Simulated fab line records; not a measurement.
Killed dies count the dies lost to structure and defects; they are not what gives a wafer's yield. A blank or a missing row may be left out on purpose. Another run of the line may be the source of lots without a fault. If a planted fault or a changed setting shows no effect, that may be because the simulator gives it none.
A lot that was struck, set against a sound lot || flow n5_finfet || 40 out of 1938 route steps
Sound: wafers L146.4, L146.5, L146.6. Struck: wafers L145.1, L145.3. (L145.5 of the same lot was not struck and is left out.) The cause comes at the end.
Per side, at each step with rows, come the tool, then ch with its chambers, and then its first start. Under that, the readings that differ: sound wafers || struck wafers || difference of the means || sigmas: that difference in standard deviations of wafers without a fault.
alike: words and numbers the same on both sides, and readings whose means are apart by under 2 such deviations; not compared: readings that were withheld, readings missing a value for some wafer, numbers with overlapping values and no deviation given by the record, and bounds like >300 which may hide the same value.
Wherever a step has rows on one side only, a row that says differs or no value, or a row with sigmas, the two part there. Non-overlapping numbers with no deviation appear without sigmas and do not part them. A reading missing from all wafers of one side parts the sides only when that side holds two or more wafers.

first, 9 steps without rows for these wafers: N5_BEOL_M4_ANNEAL_95 (time 240 s); N5_BEOL_M4_SPUTTER_96 (material Cu, target thk 4.5 nm, time 8.29 s); N5_BEOL_M4_ECD_50 (material Cu, target thk 300 nm); N5_BEOL_M4_ANNEAL_51 (time 90 s); N5_BEOL_M4_CMP_52 (polishes, stops on SiOC, t overpolish 6.8 s, target thk 40 nm); N5_BEOL_M4_PRE_CLEAN_60 (time 15 s); N5_BEOL_M4_CO_CAP_55 (material Co, precursor CCTBA/H2, target thk 2 nm, time 102.1 s); N5_BEOL_M4_PRE_CLEAN_56 (time 15 s); N5_BEOL_M4_DEP_57 (deposits SiCN from 3MS/NH3, target thk 8 nm, time 14 s).
N5_BEOL_M4_RC_MEAS_101:
  sound on prober-01 ch 0, day 13 13:18; struck on prober-02 ch 0, day 13 09:21
  alike: DIBL_N, DIBL_P, IOFF_N, IOFF_P, ION_N, ION_P, SS_N, SS_P, VT_N, VT_P
then, 24 steps without rows for these wafers: N5_BEOL_M5_ILD_DEP_00 (deposits SiCOH lowk from DEMS/porogen, target thk 140.64 nm, time 25.9 s); N5_BEOL_M5_CURE_79 (cures SiCOH lowk, time 240 s); N5_BEOL_M5_PECVD_70 (deposits SiO2 from TEOS/O2, target thk 16 nm, time 18 s); N5_BEOL_M5_HM_DEP_02 (deposits TiN, target thk 20 nm); N5_BEOL_M5_COAT_59 (time 60 s, resist thk 60 nm); N5_BEOL_M5_COAT_60 (time 60 s, resist thk 12 nm); N5_BEOL_M5_COAT_71 (time 60 s, resist thk 5 nm); N5_BEOL_M5_COAT_05 (resist thk 30 nm); N5_BEOL_M5_EBR_07; N5_BEOL_M5_SOFTBAKE_06 (time 60 s); N5_BEOL_M5_EXPOSE_08 (exposes mask M5, target cd 28 nm); N5_BEOL_M5_PEB_09 (peb time 60 s); N5_BEOL_M5_DEVELOP_10 (develop time 30 s); N5_BEOL_M5_DESCUM_16 (chemistry O2, time 7 s); N5_BEOL_M5_ETCH_72 (etches underlayer in N2/H2, target depth 6.5 nm, time 5.2 s); N5_BEOL_M5_ETCH_61 (etches SiARC in CF4, target depth 15.6 nm, time 26 s); N5_BEOL_M5_ETCH_62 (etches SOC in N2/H2, target depth 75 nm, overetch 15 nm, time 112.5 s); N5_BEOL_M5_STRIP_63 (strips in N2/H2); N5_BEOL_M5_STRIP_73 (strips in N2/H2); N5_BEOL_M5_STRIP_64 (strips in CF4); N5_BEOL_M5_HM_OPEN_17 (chemistry Cl2/BCl3, target TiN, target depth 20 nm, overetch 6 nm); N5_BEOL_M5_STRIP_19 (strips in O2); N5_BEOL_M5_COAT_65 (time 60 s, resist thk 60 nm); N5_BEOL_M5_COAT_66 (time 60 s, resist thk 12 nm).
-- record jumps: 3 days separate the struck wafers' starts on either side; left off in module BEOL_M5, taken up again in module BEOL_M13, whose first shown step is the route's number 1659 --
N5_BEOL_M13_ILD_DEP_00: deposits SiOC from DEMS/O2, target thk 837.92 nm, time 166.4 s.
  sound on pecvd-03 ch 0,1,2, day 16 17:59; struck on pecvd-02 ch 1,2, day 16 12:29
{"reading": "run_length_s (s)", "sound": "211.3 210.9 211.5", "struck": "119.5 119.1", "difference": -91.9, "sigmas": "-99 or more"}
{"reading": "model.SiOC_of_BEOL_M13_ILD_DEP_00.thk_nm (nm)", "sound": "839 847 849.8", "struck": "375.8 367.8", "difference": -473.5, "sigmas": ""}
  alike: heater_power_w, showerhead_plenum_p_Torr, throttle_valve_pct
N5_BEOL_M13_THK_MEAS_01:
  sound: film_metro-01 at day 16 18:04; struck: film_metro-01 at day 16 12:38
{"reading": "M13_ILD_THK (nm)", "sound": "839 848 849", "struck": "376 367", "difference": -474, "sigmas": -43}
N5_BEOL_M13_VIA_ETCH_16: etches SiOC in C4F8/O2/Ar, target depth 921.7 nm.
  sound on rie_diel-04 ch 1,2,3, day 16 18:47; struck on rie_diel-04 ch 0,1, day 16 13:16
{"reading": "model.etch.depth_nm (nm)", "sound": "839 847.1 849.8", "struck": "375.8 367.8", "difference": -473.5, "sigmas": ""}
{"reading": "model.coat_of_BEOL_M13_COAT_04.thk_nm (nm)", "sound": "69.4 69 66.2", "struck": "206.8 207.4", "difference": "+138.9", "sigmas": ""}
  alike: drypump_motor_current_A, oes_product_au, rf_vpp_V, showerhead_plenum_p_Torr, throttle_valve_pct
N5_BEOL_M13_STRIP_63: strips in N2/H2.
  sound on plasma_asher-02 ch 0,1, day 16 18:56; struck on plasma_asher-02 ch 1, day 16 13:30
{"reading": "oes_product_au (a.u.)", "sound": "0.673 0.679 0.678", "struck": "0.797 0.797", "difference": "+0.120", "sigmas": "+23"}
{"reading": "strip_time_to_endpoint_s (s)", "sound": "27.5 27.4 26.5", "struck": "64.4 64.5", "difference": "+37.3", "sigmas": "+37"}
  alike: drypump_motor_current_A, h2_flow_sccm, heater_power_w
  not compared: rf_hours_counter_h
N5_BEOL_M13_CMP_49: polishes, stops on SiOC, t overpolish 17.1 s, target thk 420 nm.
  sound on cmp-03 ch 1,2,3, day 16 22:21; struck on cmp-03 ch 0,1, day 16 16:50
{"reading": "model.SiOC_of_BEOL_M13_ILD_DEP_00.thk_nm (nm)", "sound": "781.4 790 792", "struck": "318.6 310.4", "difference": -473.3, "sigmas": ""}
  alike: motor_current_A, retaining_ring_pressure_frac
N5_PASSIVATION_PROBE_49:
  the record has rows for the struck wafers here (prober-01, day 17 21:48) and none for the sound ones

WHERE THEY PART
Last at N5_PASSIVATION_PROBE_49 as far as this record goes, first at N5_BEOL_M13_ILD_DEP_00.

WHY: what had been put in by the simulator
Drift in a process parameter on pecvd-02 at N5_BEOL_M13_ILD_DEP_00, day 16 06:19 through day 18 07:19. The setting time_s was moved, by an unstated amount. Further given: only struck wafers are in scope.
